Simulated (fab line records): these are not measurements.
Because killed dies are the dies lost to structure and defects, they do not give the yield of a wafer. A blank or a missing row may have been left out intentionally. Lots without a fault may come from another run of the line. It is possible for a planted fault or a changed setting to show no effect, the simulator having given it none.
Matching of chambers ; flow nand_harc ; 4 sister chambers for NHARC_P_GATE_DESCUM_93 on rie_diel-09
The step chemistry O2, time 3 s. 7 wafers are shown with their chamber, then 7 later ones without.

EACH WAFER AND ITS CHAMBER
wafer;chamber;showerhead_plenum_p_Torr (Torr);drypump_motor_current_A (A)
L081.3;1;1.95;5.7
L081.5;1;1.95;5.8
L084.6;0;1.98;6.0
L083.1;0;1.97;5.9
L083.6;3;2.03;5.1
L088.2;3;2.02;5.1
L088.4;2;2.06;5.8

WAFERS WHOSE CHAMBER IS MISSING
wafer;showerhead_plenum_p_Torr (Torr);drypump_motor_current_A (A)
L088.5;2.06;5.8
L091.1;1.94;5.8
L091.3;1.97;5.9
L091.6;1.94;5.8
L096.2;2.02;5.1
L096.5;2.06;5.8
L096.6;1.94;5.7

EACH ONE'S CHAMBER
wafer;from the rows above;in truth
L088.5;2;2
L091.1;1;1
L091.3;0;0
L091.6;1;1
L096.2;3;3
L096.5;2;2
L096.6;1;1
Placed correctly: 7 of 7. Number that these rows cannot place: 0. Number placed wrongly: 0.
How it was worked out, from the rows above alone: a wafer's distance from a chamber is the root of the sum, over the readings, of the square of ((its reading less the chamber's mean) divided by the reading's scatter). If the next closest chamber is less than 2 further off than the closest, the wafer can't be placed; otherwise it belongs to the closest. For every chamber, the mean is computed from those of its wafers that are shown. How the scatter is found: for the shown wafers, subtract from each reading the mean of its chamber, square and add these, divide the total by (wafers less chambers), then take the root.
